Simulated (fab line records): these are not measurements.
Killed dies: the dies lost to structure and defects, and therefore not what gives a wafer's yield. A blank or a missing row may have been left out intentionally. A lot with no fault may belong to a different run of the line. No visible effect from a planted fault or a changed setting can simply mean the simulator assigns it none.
Matching of chambers | flow n5 finfet | 4 sister chambers for N5_HKMG_FIN_PWFM_ALD_03 on ald metal-03
The step deposits TiN, target thk 2 nm, pulse time 1 s, purge time 3 s. 14 wafers are shown with their chamber, then 7 later ones without.

EACH WAFER AND ITS CHAMBER
wafer  | chamber | heater power w (W) | chamber pressure Torr (Torr) | precursor pulse height rel
L078.1 | 2       | 940                | 3.009                        | 1.002
L078.3 | 1       | 1013               | 2.996                        | 1.019
L078.4 | 0       | 945                | 3.000                        | 0.989
L083.2 | 1       | 992                | 2.997                        | 0.994
L083.3 | 3       | 1013               | 2.993                        | 0.984
L083.6 | 3       | 1010               | 3.001                        | 0.998
L084.2 | 3       | 989                | 2.988                        | 1.009
L084.3 | 0       | 972                | 3.005                        | 0.950
L084.4 | 2       | 946                | 2.991                        | 1.021
L086.4 | 2       | 936                | 3.008                        | 1.023
L086.5 | 0       | 983                | 3.002                        | 1.017
L086.6 | 3       | 993                | 3.004                        | 0.983
L089.3 | 0       | 978                | 2.999                        | 1.006
L089.4 | 2       | 944                | 3.008                        | 0.984

SIGNATURES, as means of the wafers listed above
reading                    | chamber 0 | chamber 1 | chamber 2 | chamber 3 | scatter within a chamber
heater power w             | 969.50    | 1002.50   | 941.50    | 1001.25   | 12.5
chamber pressure Torr      | 3.00150   | 2.99650   | 3.00400   | 2.99650   | 0.00639
precursor pulse height rel | 0.99050   | 1.00650   | 1.00750   | 0.99350   | 0.0209
Rule: for each reading, subtract the chamber's mean from the wafer's reading, divide by that reading's scatter and square the result; add these up over the readings and take the root, which gives the wafer's distance from the chamber. If the next closest chamber is less than 2 further off than the closest, the wafer can't be placed; otherwise it belongs to the closest. The scatter: the root of (the sum of the squares of (reading less its chamber's mean) over the shown wafers, divided by (wafers less chambers)).

WAFERS WITHOUT THEIR CHAMBER
wafer  | heater power w (W) | chamber pressure Torr (Torr) | precursor pulse height rel
L089.5 | 1030               | 3.011                        | 0.974
L090.2 | 974                | 3.009                        | 1.016
L090.3 | 934                | 2.999                        | 0.993
L090.4 | 987                | 2.998                        | 0.985
L097.1 | 988                | 3.008                        | 1.004
L097.3 | 992                | 3.000                        | 0.971
L097.6 | 1040               | 3.001                        | 1.018

WHICH CHAMBER EACH WENT THROUGH
wafer  | from the rows above               | in truth
L089.5 | can't be placed: 3 or 1 or 0      | 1
L090.2 | can't be placed: 0 or 2 or 1 or 3 | 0
L090.3 | can't be placed: 2 or 0           | 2
L090.4 | can't be placed: 3 or 0 or 1      | 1
L097.1 | can't be placed: 0 or 1 or 3 or 2 | 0
L097.3 | can't be placed: 3 or 1 or 0      | 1
L097.6 | can't be placed: 1 or 3           | 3
0 of 7 placed correctly. From these rows, 7 cannot be placed; in 7 the true chamber is one of the candidates. Wrongly placed: 0.
